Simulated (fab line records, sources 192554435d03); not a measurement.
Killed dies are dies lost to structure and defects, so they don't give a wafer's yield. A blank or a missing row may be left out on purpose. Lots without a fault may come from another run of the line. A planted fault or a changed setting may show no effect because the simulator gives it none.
Problem report in the 8D (eight disciplines) form, filled by code | flow n5_finfet | the parts of the form that need people (team, actions taken, sign-off) are left out

1. THE PROBLEM
VIA_MOL_THK at N5_MOL_CONTACT_COAG_THK_MEAS_53 reads a mean of 67.9 nm on 3 wafers of 3 lots; wafers without a fault read 44.0 nm with a standard deviation of 0.73. That is +33 standard deviations from the usual mean.
First seen on wafer L391.5, day 8 06:49, on film_metro-02. The record holds 17 wafers of 7 lots with a number at this step. Rule for "out", or "out of limits": more than 4 standard deviations from the usual mean. The other wafers with a number count as sound.

2. WHAT IT IS AND WHAT IT IS NOT
question                    | is                           | is not
which readings at this step | VIA_MOL_THK                  | -
which lots                  | L391, L396, L398             | L380, L387, L395, L400
which wafers of those lots  | L391.5, L396.1, L398.5       | L391.6, L396.6, L398.4
read on which gauges        | film_metro-01, film_metro-02 | -
when                        | from day 8 06:49             | up to then (6 sound wafers); but 8 sound wafers of L395, L396, L398, L400 came after

3. SUSPECTS, AND WHAT RULES EACH OUT
Counting: a tool at a process step up to the reading stays a suspect if it ran every lot that is out. Sound lots after the first of them don't rule it out here, since some wafers of a struck lot are sound.
- the gauge at N5_MOL_CONTACT_COAG_THK_MEAS_53: ruled out. The wafers that are out were read on 2 gauges (film_metro-01, film_metro-02).
- pecvd-04 at N5_MOL_CONTACT_COAG_PECVD_31 (deposits SiO2 from TEOS/O2, target thk 46 nm, time 8.9 s): kept. It ran every lot that is out, first L391 (day 8 03:16); its last sound lot up to then is L387 (day 7 06:56).
- rie_diel-06 at N5_MOL_CONTACT_COAG_ETCH_124 (etches SiNx in CH3F/O2, stops on SiOC, target depth 6.5 nm): kept. It ran every lot that is out, first L391 (day 8 05:46). Its own readings are out on those wafers: oes_product_au.
- Within rie_diel-06 at N5_MOL_CONTACT_COAG_ETCH_124: the wafers that are out ran in chambers 2, 3; their sound lot-mates ran in chamber 0.
Left after counting: pecvd-04 at N5_MOL_CONTACT_COAG_PECVD_31, rie_diel-06 at N5_MOL_CONTACT_COAG_ETCH_124.

4. THE CAUSE (what the simulator had put in)
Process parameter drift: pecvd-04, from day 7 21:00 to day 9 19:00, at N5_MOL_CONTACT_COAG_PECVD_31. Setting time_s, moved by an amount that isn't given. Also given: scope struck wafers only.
Counting left 2 suspects, and this tool is among them.

5. THE CHAIN OF EFFECTS, in route order
Each row: a reading whose mean over the struck wafers that have a number lies more than 3 standard deviations from the usual. Only readings for which the record gives a usual standard deviation are gone through. hours: the time from each lot's start at the first step in this table that gives one to its start at this step, as a median over the lots. sigmas: the change in usual standard deviations.
hours | step                            | reading              | usual     | on struck wafers | change | sigmas
0     | N5_MOL_CONTACT_COAG_ETCH_47     | etch_rf_on_time_s    | 31.0 s    | 50.8             | +19.8  | +26
0     | N5_MOL_CONTACT_COAG_ETCH_47     | oes_product_au       | 0.72 a.u. | 0.30             | -0.42  | -6.3
1     | N5_MOL_CONTACT_COAG_ETCH_124    | oes_product_au       | 0.68 a.u. | 0.31             | -0.37  | -5.7
3     | N5_MOL_CONTACT_COAG_THK_MEAS_53 | VIA_MOL_THK          | 44.0 nm   | 67.9             | +23.9  | +33
179   | N5_PASSIVATION_PROBE_49         | defect_limited_yield | 91.4 %    | 0.0              | -91.4  | -57
179   | N5_PASSIVATION_PROBE_49         | killed_at_contacts   | 12        | 1082             | +1070  | +99 or more
179   | N5_PASSIVATION_PROBE_49         | killed_dies          | 102       | 1180             | +1078  | +60
179   | N5_PASSIVATION_PROBE_49         | killed_on_rim        | 13        | 152              | +139   | +33
179   | N5_PASSIVATION_PROBE_49         | sort_bin_5_function  | 5.1 %     | 96.4             | +91.3  | +95
179   | N5_PASSIVATION_PROBE_49         | sort_n_pass          | 1078      | 0                | -1078  | -54
179   | N5_PASSIVATION_PROBE_49         | sort_yield_pct       | 91.3 %    | 0.0              | -91.3  | -54
The process steps in it:
- N5_MOL_CONTACT_COAG_ETCH_47: etches SiNx in CH3F/O2, stops on W, target depth 27 nm.
- N5_MOL_CONTACT_COAG_ETCH_124: etches SiNx in CH3F/O2, stops on SiOC, target depth 6.5 nm.
- N5_PASSIVATION_PROBE_49

6. WHAT WOULD HAVE CAUGHT IT SOONER
In this record the first reading out of limits at a measuring or inspecting step was taken at day 8 06:49, 10 hours after the fault began at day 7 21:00.
Of the lots that are out (3), L396, L398 began N5_MOL_CONTACT_COAG_PECVD_31 on pecvd-04 after day 8 06:49. A hold on the tool at that time would have spared those 2.
